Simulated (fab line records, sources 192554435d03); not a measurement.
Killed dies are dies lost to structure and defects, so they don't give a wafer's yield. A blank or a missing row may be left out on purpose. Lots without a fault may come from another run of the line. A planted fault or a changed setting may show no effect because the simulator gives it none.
fab line records | flow n5_finfet
record lots=3 wafers=9 last_day=18
route steps=1938 shown BEOL_M4@1099 BEOL_M5@1112 BEOL_M7@1326 PASSIVATION@1936
lots that met no fault: from a run of the same line without faults
start_h: hours from the record's first day to the start of the lot's first wafer shown | wait_h: hours since the lot's step before | " the same as in the row above | L1.1+2: a row that stands for several wafers | - no value, or no start given | * or withheld: withheld | < > ~ a bound
route shown NAME@n: a module of which the file shows steps, and the number in the route of the first | usual: mean/standard deviation of fault-free wafers | same: alike in all rows | chamber/n: place in a boat | sites: the reading at each site | _std_site: their standard deviation | _edge_site: outer sites' mean less inner sites' | radius_mm: how far each site lies from the wafer's centre | mask NAME#n: copy n | behind: the tool/chamber that last shaped the wafer | hold: why the lot was held/for how many hours/how that ended | device: the transistor (n, p or np) that didn't switch | end of line: the same wafers' tests at the end of the route | a step without rows: its recipe alone | killed: dies lost to structure and defects at the first sort, not the wafer's yield | map: a wafer's dies, x killed, . not, _ none there
set.NAME: the setting as run; set.NAME@STEP: as run at that earlier step | model.NAME: the simulator's own value behind a step, which no gauge read
lots at some steps of the route; a table a step, a row a wafer
services: from which hour (start_h, from the record's first day; less than 0 if before it) a tool's chamber was out of use, for how many hours, and why
## steps
# step N5_BEOL_M4_ANNEAL_95
# recipe temp_c=400 time_s=240 ambient=vacuum
# step N5_BEOL_M4_SPUTTER_96
# recipe material=Cu target_thk_a=45 temp_c=-20 chamber_pressure_pa=0.07 power_w=withheld time_s=8.29
# step N5_BEOL_M4_ECD_50
# recipe material=Cu target_thk_a=3000
# step N5_BEOL_M4_ANNEAL_51
# recipe temp_c=225 time_s=90 ambient=N2
# step N5_BEOL_M4_CMP_52
# recipe stop_on=SiOC t_overpolish_s=6.8 down_force_psi=1 platen_rpm=50 clearing_platen_down_force_psi=1.5 clearing_platen_rpm=50 post_cmp_clean=cu_alkaline target_thk_nm=40 clearing_platen_pad_velocity_m_s=0.99484 pad_velocity_m_s=0.99484
# step N5_BEOL_M4_PRE_CLEAN_60
# recipe gas=NH3/H2 time_s=15 temp_c=* rf_power_w=300
# step N5_BEOL_M4_CO_CAP_55
# recipe material=Co target_thk_a=20 temp_c=200 precursor=CCTBA/H2 pressure_torr=30 time_s=102.1
# step N5_BEOL_M4_PRE_CLEAN_56
# recipe gas=NH3 time_s=15 temp_c=withheld rf_power_w=300
# step N5_BEOL_M4_DEP_57
# recipe material=SiCN target_thk_a=80 temp_c=withheld precursor=3MS/NH3 pressure_torr=3 rf_w=202 time_s=14
# step N5_BEOL_M4_RC_MEAS_101
# usual DIBL_N=36.4/1.6 DIBL_P=36.2/1.8 IOFF_N=0.159/0.029 IOFF_P=0.21/0.034 ION_N=670/12 ION_P=459/8.2 SS_N=71.5/0.59 SS_P=73.2/0.54 VT_N=250/3.3 VT_P=-250/3.7
# columns lot.wafer tool chamber start_h wait_h DIBL_N[mV/V] DIBL_P[mV/V] IOFF_N[nA/um] IOFF_P[nA/um] ION_N[uA/um] ION_P[uA/um] SS_N[mV/dec] SS_P[mV/dec] VT_N[mV] VT_P[mV]
L197.1 prober-01 0 224.96 0.0 35.6 33.0 0.129 0.18 671 460 71.4 72.4 252 -250
L197.2 " 0 " " 38.1 36.9 0.188 0.24 691 471 72.2 74.2 246 -248
L197.4 " 0 " " 38.4 37.0 0.182 0.25 682 470 72.2 73.6 248 -245
L195.2 prober-01 0 244.11 0.2 35.9 34.4 0.120 0.15 647 438 71.3 73.7 255 -256
L195.3 " 0 " " 38.7 38.6 0.180 0.21 666 449 71.5 74.1 251 -255
L195.6 " 0 " " 37.7 36.1 0.152 0.17 670 444 71.5 73.4 251 -257
L211.1 prober-02 0 335.18 0.0 34.1 35.5 0.141 0.23 670 476 71.9 73.0 250 -247
L211.4 " 0 " " 35.7 37.1 0.160 0.26 663 464 71.1 73.7 249 -245
L211.6 " 0 " " 38.0 39.3 0.218 0.31 701 481 71.8 74.1 245 -240
# step N5_BEOL_M5_ILD_DEP_00
# recipe material=SiCOH_lowk target_thk_a=1406.4 temp_c=300 precursor=DEMS/porogen pressure_torr=5 rf_w=500 time_s=25.9
# step N5_BEOL_M5_CURE_79
# recipe temp_c=385 time_s=240 ambient=He/Ar material=SiCOH_lowk
# step N5_BEOL_M5_PECVD_70
# recipe material=SiO2 target_thk_a=160 temp_c=400 precursor=TEOS/O2 pressure_torr=5.5 rf_w=450 teos_flow_sccm=53.8 gas=O2 flow_sccm=3000 time_s=18
# step N5_BEOL_M5_HM_DEP_02
# recipe material=TiN target_thk_a=200 temp_c=25 chamber_pressure_pa=0.49996
# step N5_BEOL_M5_COAT_59
# recipe resist=SOC temp_c=250 time_s=60 spin_rpm=1500 resist_thk_nm=60
# step N5_BEOL_M5_COAT_60
# recipe resist=SiARC temp_c=220 time_s=60 spin_rpm=1500 resist_thk_nm=12
# step N5_BEOL_M5_COAT_71
# recipe resist=underlayer temp_c=205 time_s=60 spin_rpm=1500 resist_thk_nm=5
# step N5_BEOL_M5_COAT_05
# recipe resist=CAR-EUV spin_rpm=1500 resist_thk_nm=30
# step N5_BEOL_M5_EBR_07
# recipe solvent=PGMEA ebr_width_mm=1.5
# step N5_BEOL_M5_SOFTBAKE_06
# recipe temp_c=110 time_s=60 resist=CAR-EUV
# step N5_BEOL_M5_EXPOSE_08
# recipe mask_id=M5 na=0.33 source_shape=annular sigma_inner=0.4 sigma_outer=0.8 polarization=unpolarized target_cd_nm=28 dose_mj=35.75
# step N5_BEOL_M5_PEB_09
# recipe peb_temp_c=100 peb_time_s=60 resist=CAR-EUV
# step N5_BEOL_M5_DEVELOP_10
# recipe develop_time_s=30 developer=TMAH resist=CAR-EUV rinse_liquid=surfactant_rinse dry=air_spin dev_temp_c=23
# step N5_BEOL_M5_DESCUM_16
# recipe chemistry=O2 time_s=7 source_power_w=50 bias_power_w=20 pressure_mtorr=20 rf_frequency_hz=2.712e+07 temp_c=40 resist=CAR-EUV o2_flow_sccm=225
# step N5_BEOL_M5_ETCH_72
# recipe chemistry=N2/H2 target=underlayer target_depth_a=65 mask_material=CAR-EUV time_s=5.2 ion_energy_ev=200 pressure_mtorr=30 source_w=840 bias_w=150 n2_flow_sccm=200 h2_flow_sccm=200 ends=cleared
# step N5_BEOL_M5_ETCH_61
# recipe chemistry=CF4 target=SiARC target_depth_a=156 mask_material=CAR-EUV time_s=26 ion_energy_ev=80 pressure_mtorr=40 source_w=545 bias_w=36 Ar_flow_sccm=100 cf4_flow_sccm=100 ends=cleared
# step N5_BEOL_M5_ETCH_62
# recipe chemistry=N2/H2 target=SOC target_depth_a=750 overetch_a=150 mask_material=SiARC temp_c=40 time_s=112.5 ion_energy_ev=200 pressure_mtorr=30 source_w=840 bias_w=150 n2_flow_sccm=200 h2_flow_sccm=200
# step N5_BEOL_M5_STRIP_63
# recipe chemistry=N2/H2 temp_c=40 n2_flow_sccm=200 h2_flow_sccm=200 rf_frequency_hz=6e+07
# step N5_BEOL_M5_STRIP_73
# recipe chemistry=N2/H2 temp_c=40 n2_flow_sccm=200 h2_flow_sccm=200 rf_frequency_hz=6e+07
# step N5_BEOL_M5_STRIP_64
# recipe chemistry=CF4 resist=SiARC power_w=300 bias_power_w=75 pressure_mtorr=50 cf4_flow_sccm=150 rf_frequency_hz=6e+07
# step N5_BEOL_M5_HM_OPEN_17
# recipe chemistry=Cl2/BCl3 target_depth_a=200 overetch_a=60 target=TiN mask_material=SOC ion_energy_ev=150 pressure_mtorr=10 icp_w=1000 bias_w=126 Cl2_flow_sccm=53.25 bcl3_flow_sccm=21.75 Ar_flow_sccm=25
# step N5_BEOL_M5_STRIP_19
# recipe chemistry=O2 power_w=400 temp_c=40 pressure_mtorr=30 rf_frequency_hz=6e+07 bias_power_w=0 overash_fraction=0.2 o2_flow_sccm=225
# step N5_BEOL_M5_COAT_65
# recipe resist=SOC temp_c=250 time_s=60 spin_rpm=1500 resist_thk_nm=60
# step N5_BEOL_M5_COAT_66
# recipe resist=SiARC temp_c=220 time_s=60 spin_rpm=1500 resist_thk_nm=12
# step N5_BEOL_M7_CMP_52
# recipe stop_on=SiCOH_lowk t_overpolish_s=6.9 down_force_psi=1 platen_rpm=50 clearing_platen_down_force_psi=1.5 clearing_platen_rpm=50 post_cmp_clean=cu_alkaline target_thk_nm=80 clearing_platen_pad_velocity_m_s=0.99484 pad_velocity_m_s=0.99484
# usual barrier_field_endpoint_s=28.6/0.56 clearing_platen_rpm=50.003/0.025 motor_current_A=6.0/0.66 overpolish_run_s=6.900/0.0089 time_to_endpoint_s=60.9/2.7
# same t_overpolish_s=6.9
# columns lot.wafer tool chamber start_h wait_h barrier_field_endpoint_s clearing_platen_rpm motor_current_A overpolish_run_s time_to_endpoint_s
L197.1 cmp-03 1 254.14 0.3 29.0 49.987 6.2 6.887 65.0
L197.2 " 2 " " 27.9 49.992 5.2 6.907 58.7
L197.4 " 3 " " 28.9 50.035 6.6 6.911 59.4
L195.2 cmp-03 3 273.43 0.3 29.5 50.014 6.9 6.892 66.6
L195.3 " 0 " " 46.7 49.969 6.1 0.041 82.9
L195.6 " 1 " " 29.6 50.029 6.3 6.888 62.6
L211.1 cmp-03 1 364.12 0.3 28.9 50.006 6.4 6.904 62.0
L211.4 " 2 " " 28.6 50.007 5.3 6.895 59.9
L211.6 " 1 " " 29.2 49.991 6.1 6.894 64.1
# step N5_BEOL_M7_THK_MEAS_53
# recipe thk_meas_gauge=xrf reads=Cu_of_BEOL_M7_ECD_50
# usual M7_THK=80.3/1.9
# columns lot.wafer tool chamber start_h wait_h M7_THK[nm]
L197.1 film_metro-01 - 254.44 - 79.4
L197.2 " - " " 80.9
L197.4 " - " " 81.1
L195.2 film_metro-01 - 273.65 - 82.1
L195.3 " - " " 200.2
L195.6 " - " " 81.3
L211.1 film_metro-01 - 364.41 - 79.1
L211.4 " - " " 79.2
L211.6 " - " " 76.5
# step N5_BEOL_M7_INSPECT_58
# recipe inspect_instrument=darkfield mode=post_dep
# usual raw_defect_count=78/30
# columns lot.wafer tool chamber start_h wait_h raw_defect_count
L197.1 defect_inspect-01 - 254.60 0.0 70
L197.2 " - " " 65
L197.4 " - " " 57
L195.2 defect_inspect-01 - 273.81 0.0 124
L195.3 " - " " 1279
L195.6 " - " " 113
L211.1 defect_inspect-02 - 364.57 0.0 90
L211.4 " - " " 88
L211.6 " - " " 81
# step N5_PASSIVATION_PROBE_49
# usual defect_limited_yield=91.1/1.5 killed_at_M0_to_M3=33/9.9 killed_at_M4_up=14/5.2 killed_at_contacts=12/6.7 killed_at_front_end=43/13 killed_at_other=3.4/2.7 killed_dies=105/17 killed_on_rim=14/4.2 killed_open=69/13 killed_short=33/7.5 sort_bin_5_function=5.2/0.91 sort_bin_6_memory=3.3/0.71 sort_bin_8_speed=0.00/0.032 sort_n_pass=1075/17 sort_yield_pct=91.1/1.5
# same gross_dies=1180 killed_at_back_side=0 sort_bin_4_leakage[%]=0
# columns lot.wafer tool chamber start_h wait_h defect_limited_yield[%] killed_at_M0_to_M3 killed_at_M4_up killed_at_contacts killed_at_front_end killed_at_other killed_dies killed_on_rim killed_open killed_short sort_bin_5_function[%] sort_bin_6_memory[%] sort_bin_8_speed[%] sort_n_pass sort_yield_pct[%]
L197.1 prober-02 - 328.07 0.0 90.3 31 22 9 48 4 114 15 77 36 6.3 3.1 0 1066 90.3
L197.2 prober-02 - 328.12 0.1 90.4 42 14 8 47 2 113 9 81 32 6.6 2.5 0 1067 90.4
L197.4 prober-02 - 328.22 0.2 89.8 47 20 2 43 8 120 17 74 44 6.5 3.6 0 1060 89.8
L195.2 prober-01 - 342.63 0.1 92.5 48 4 4 32 1 89 17 47 35 3.9 2.9 0.34 1087 92.1
L195.3 prober-01 - 342.68 0.1 0 41 1068 21 50 0 1180 152 86 44 6.6 4.1 0 0 0
L195.6 prober-01 - 342.83 0.3 91.1 28 17 9 50 1 105 16 76 29 6.0 2.6 0 1075 91.1
L211.1 prober-01 - 438.35 0.0 88.6 36 16 14 62 7 135 12 98 36 6.7 4.5 0 1045 88.6
L211.4 prober-01 - 438.50 0.2 92.9 27 11 14 29 3 84 11 62 20 4.3 2.4 0 1096 92.9
L211.6 prober-01 - 438.60 0.3 91.7 33 10 11 42 2 98 16 64 32 4.7 3.0 0 1082 91.7
# killed by level:class
L197.1 FIN_SAQP:geometric_particle:open=14 BEOL_M3:geometric_particle:open=11 BEOL_M4:geometric_particle:open=11 FIN_SAQP:geometric_particle:short=7 BEOL_M2:geometric_particle:open=6 MOL_CONTACT_COAG:geometric_particle:open=6 STARTING-WAFER:geometric_particle:open=6 BEOL_M0_SAQP:geometric_particle:short=4
L197.2 FIN_SAQP:geometric_particle:open=14 BEOL_M0_SAQP:geometric_particle:open=12 BEOL_M3:geometric_particle:open=10 BEOL_M0_SAQP:geometric_particle:short=9 ILD0:geometric_particle:open=8 BEOL_M2:geometric_particle:open=8 FIN_SAQP:geometric_particle:short=7 MOL_CONTACT_COAG:geometric_particle:open=7
L197.4 BEOL_M0_SAQP:geometric_particle:open=17 BEOL_M0_SAQP:geometric_particle:short=13 FIN_SAQP:geometric_particle:short=10 FIN_SAQP:geometric_particle:open=9 BEOL_M4:geometric_particle:open=8 BEOL_M3:geometric_particle:open=7 ILD0:geometric_particle:open=6 GATE_CUT:geometric_particle:open=4
L195.2 BEOL_M0_SAQP:geometric_particle:short=17 BEOL_M0_SAQP:geometric_particle:open=12 BEOL_M3:geometric_particle:open=7 HKMG_FIN:area_etch=6 FIN_SAQP:geometric_particle:open=5 FIN_SAQP:geometric_particle:short=5 BEOL_M1:geometric_particle:open=5 GATE_CUT:geometric_particle:short=4
L195.3 BEOL_M7:area_cmp=1049 MOL_CONTACT_COAG:geometric_particle:open=17 BEOL_M1:geometric_particle:open=14 STI_FIN_REVEAL:geometric_particle:open=13 BEOL_M0_SAQP:geometric_particle:short=10 BEOL_M4:geometric_particle:open=7 ILD0:geometric_particle:short=7 FIN_SAQP:geometric_particle:open=6
L195.6 FIN_SAQP:geometric_particle:open=16 BEOL_M1:geometric_particle:open=11 FIN_SAQP:geometric_particle:short=8 STI_FIN_REVEAL:geometric_particle:open=8 BEOL_M0_SAQP:geometric_particle:open=6 MOL_CONTACT_COAG:geometric_particle:open=5 MOL_CONTACT_COAG:geometric_particle:short=4 BEOL_M3:geometric_particle:open=4
L211.1 STI_FIN_REVEAL:geometric_particle:open=20 BEOL_M4:geometric_particle:open=12 FIN_SAQP:geometric_particle:open=11 MOL_CONTACT_COAG:geometric_particle:open=11 BEOL_M0_SAQP:geometric_particle:open=10 BEOL_M0_SAQP:geometric_particle:short=8 FIN_SAQP:geometric_particle:short=7 BEOL_M1:geometric_particle:open=6
L211.4 MOL_CONTACT_COAG:geometric_particle:open=11 BEOL_M2:geometric_particle:open=6 BEOL_M4:geometric_particle:open=6 STARTING-WAFER:geometric_particle:open=6 FIN_SAQP:geometric_particle:open=5 GATE_CUT:geometric_particle:open=5 BEOL_M3:geometric_particle:open=5 STI_FIN_REVEAL:geometric_particle:open=4
L211.6 STI_FIN_REVEAL:geometric_particle:open=12 MOL_CONTACT_COAG:geometric_particle:open=8 BEOL_M0_SAQP:geometric_particle:short=8 BEOL_M3:geometric_particle:open=7 BEOL_M2:geometric_particle:open=6 FIN_SAQP:geometric_particle:open=4 BEOL_M4:geometric_particle:open=4 FIN_SAQP:geometric_particle:short=3
# map L195.3 (x killed, . not)
_________________xxxxxxxxxxxx________________
______________xxxxxxxxxxxxxxxxxx_____________
___________xxxxxxxxxxxxxxxxxxxxxxxx__________
__________xxxxxxxxxxxxxxxxxxxxxxxxxx_________
________xxxxxxxxxxxxxxxxxxxxxxxxxxxxxx_______
_______xxxxxxxxxxxxxxxxxxxxxxxxxxxxxxxx______
______xxxxxxxxxxxxxxxxxxxxxxxxxxxxxxxxxx_____
_____xxxxxxxxxxxxxxxxxxxxxxxxxxxxxxxxxxxx____
____xxxxxxxxxxxxxxxxxxxxxxxxxxxxxxxxxxxxxx___
___xxxxxxxxxxxxxxxxxxxxxxxxxxxxxxxxxxxxxxxx__
___xxxxxxxxxxxxxxxxxxxxxxxxxxxxxxxxxxxxxxxx__
__xxxxxxxxxxxxxxxxxxxxxxxxxxxxxxxxxxxxxxxxxx_
__xxxxxxxxxxxxxxxxxxxxxxxxxxxxxxxxxxxxxxxxxx_
_xxxxxxxxxxxxxxxxxxxxxxxxxxxxxxxxxxxxxxxxxxxx
_xxxxxxxxxxxxxxxxxxxxxxxxxxxxxxxxxxxxxxxxxxxx
_xxxxxxxxxxxxxxxxxxxxxxxxxxxxxxxxxxxxxxxxxxxx
_xxxxxxxxxxxxxxxxxxxxxxxxxxxxxxxxxxxxxxxxxxxx
_xxxxxxxxxxxxxxxxxxxxxxxxxxxxxxxxxxxxxxxxxxxx
_xxxxxxxxxxxxxxxxxxxxxxxxxxxxxxxxxxxxxxxxxxxx
_xxxxxxxxxxxxxxxxxxxxxxxxxxxxxxxxxxxxxxxxxxxx
_xxxxxxxxxxxxxxxxxxxxxxxxxxxxxxxxxxxxxxxxxxxx
__xxxxxxxxxxxxxxxxxxxxxxxxxxxxxxxxxxxxxxxxxx_
__xxxxxxxxxxxxxxxxxxxxxxxxxxxxxxxxxxxxxxxxxx_
___xxxxxxxxxxxxxxxxxxxxxxxxxxxxxxxxxxxxxxxx__
___xxxxxxxxxxxxxxxxxxxxxxxxxxxxxxxxxxxxxxxx__
____xxxxxxxxxxxxxxxxxxxxxxxxxxxxxxxxxxxxxx___
_____xxxxxxxxxxxxxxxxxxxxxxxxxxxxxxxxxxxx____
______xxxxxxxxxxxxxxxxxxxxxxxxxxxxxxxxxx_____
_______xxxxxxxxxxxxxxxxxxxxxxxxxxxxxxxx______
________xxxxxxxxxxxxxxxxxxxxxxxxxxxxxx_______
__________xxxxxxxxxxxxxxxxxxxxxxxxxx_________
___________xxxxxxxxxxxxxxxxxxxxxxxx__________
______________xxxxxxxxxxxxxxxxxx_____________
_________________xxxxxxxxxxxx________________
# map L197.4 (x killed, . not)
_________________............________________
______________x...x...x........._____________
___________....xx..................__________
__________...x...............x......_________
________..........................x..._______
_______...x.xx..............x...x.....x______
______.........x.....x........x...x....._____
_____....x..x............................____
____.................x..............x.x.x.___
___x.x.....x.....xx.......x................__
___......xx.xx..x............x...x......x..__
__.......x.....x................x..........._
__.......................x....x....x........_
_............................................
_......................x...........x.........
_.x...........x................x............x
_...............x.................xx......x..
_x............x......x.............x.........
_....................................x..x....
_x.....x....x......x.x...............x...x.x.
_..........x.x........................x......
__....x.........................x......x.x.._
__......xx..........x.x.................x..._
___.......x.x.......x.............x.....x.x__
___......x....xx.......x............x.....x__
____................................x.....___
_____................................x..x____
______.xx...x..xx.........x......x..x..x_____
_______....xx........x..............x.x______
________....x...............x........._______
__________..x....x.....x...........x_________
___________..x..x...x...........x..__________
______________.................._____________
_________________......x.....________________
## services
# columns tool chamber start_h hours kind
cmp-03 - 263.43 1.4 repair
cmp-03 - 286.11 1.6 repair
cmp-03 - 312.96 3.8 pm
cmp-03 - 324.97 5.1 pm
cmp-03 - 356.03 0.4 repair
## key
first_sign step=N5_BEOL_M7_CMP_52 reading=overpolish_run_s direction=down sigmas=99+ usual=6.900 struck=0.041
effect step=N5_BEOL_M7_CMP_52 reading=barrier_field_endpoint_s direction=up sigmas=32 usual=28.6 struck=46.7
effect step=N5_BEOL_M7_THK_MEAS_53 reading=M7_THK direction=up sigmas=62 usual=80.3 struck=200.2
effect step=N5_BEOL_M7_INSPECT_58 reading=raw_defect_count direction=up sigmas=40 usual=78 struck=1279
effect step=N5_PASSIVATION_PROBE_49 reading=killed_at_M4_up direction=up sigmas=99+ usual=14 struck=1068
more_kills_born_at N5_BEOL_M7_CMP_52@cmp-03=1049
met_at N5_BEOL_M7_CMP_52
struck_wafers L195.3
later_rows_left_out L195.3
onset_between 254.14 273.43
fault kind=process_parameter_drift tool=cmp-03 chamber=- onset_h=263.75 steps=N5_BEOL_M7_CMP_52 channel=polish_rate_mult offset=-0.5 shape=step end_h=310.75 scope=struck_wafers_only
# later_rows_left_out: the simulator's readings of these wafers behind a module that went badly wrong aren't trusted and aren't shown, but for the sort
